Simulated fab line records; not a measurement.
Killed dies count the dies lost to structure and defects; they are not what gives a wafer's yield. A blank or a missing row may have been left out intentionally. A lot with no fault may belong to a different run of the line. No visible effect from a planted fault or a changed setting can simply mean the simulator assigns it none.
The tool behind it: which one?    flow n5_finfet    57 wafers sampled from 19 lots at 1 step of a route of 1938

## WHAT THE GAUGES SHOWED, per wafer
N5_BEOL_M4_OVL_MEAS_12.
lot   measured      on          M4_OVL (nm)
L074  day 7 09:22   overlay-02  0.8 0.7 -0.7
L075  day 7 22:19   overlay-02  -0.1 0.9 0.5
L077  day 7 23:07   overlay-02  0.3 0.4 0.4
L076  day 8 07:38   overlay-01  0.1 0.2 0.6
L078  day 8 14:54   overlay-01  -0.1 -0.1 -0.1
L079  day 8 17:44   overlay-01  0.6 0.5 -0.6
L080  day 8 22:01   overlay-01  0.4 0.4 0.2
L081  day 9 11:53   overlay-01  0.9 1.0 0.5
L082  day 9 18:10   overlay-02  0.6 -0.3 -0.3
L083  day 9 22:13   overlay-01  1.5 1.7 0.9
L084  day 10 09:20  overlay-01  0.4 0.0 0.6
L085  day 10 12:32  overlay-02  0.5 0.5 -0.3
L089  day 11 04:56  overlay-02  0.1 0.2 1.0
L090  day 11 06:52  overlay-02  1.4 1.6 1.4
L091  day 11 11:13  overlay-02  -0.6 -0.9 0.3
L092  day 12 02:03  overlay-01  0.6 -0.4 1.3
L094  day 12 21:17  overlay-01  0.7 0.0 0.6
L095  day 13 04:49  overlay-01  0.2 -0.1 -0.3
L097  day 13 15:04  overlay-01  1.2 0.0 1.3

## EACH LOT AND THE TOOL THAT RAN IT (in order: tool; ch and the chambers of the sampled wafers; start)
Record: no process step prior to these readings.

## AS READ BY THE TOOLS THEMSELVES (means over the sampled wafers that have a number; for cases with no such wafer, the mark the record gives instead)
The record holds no such reading with a usual standard deviation.

## THE ANSWER, worked out from the rows above alone
Rule: the lots themselves supply what counts as usual. Put in order of their means at a reading, lots are off if they are a third of the lots or fewer, leave a main group of 4 or more, and stand apart from it by a gap of 3 or more times the standard deviation of the main group's means; of several such gaps the widest counts. A main group is skipped when, at the precision printed for the reading in the tables above, its means are all equal. A lot without any number at a reading at which 4 lots or more have one is off too. Any other lot the step has rows for is counted as sound. After the gauges, taken in route order, come the tools' own readings; for these a lot's mean is taken, as printed above. At the first step where some lot is off, the reading lying furthest off is the one used; lots without a number count as furthest.
No lot is off on any of the readings shown, so nothing can be concluded from this.

## WHAT WAS PUT IN BY THE SIMULATOR
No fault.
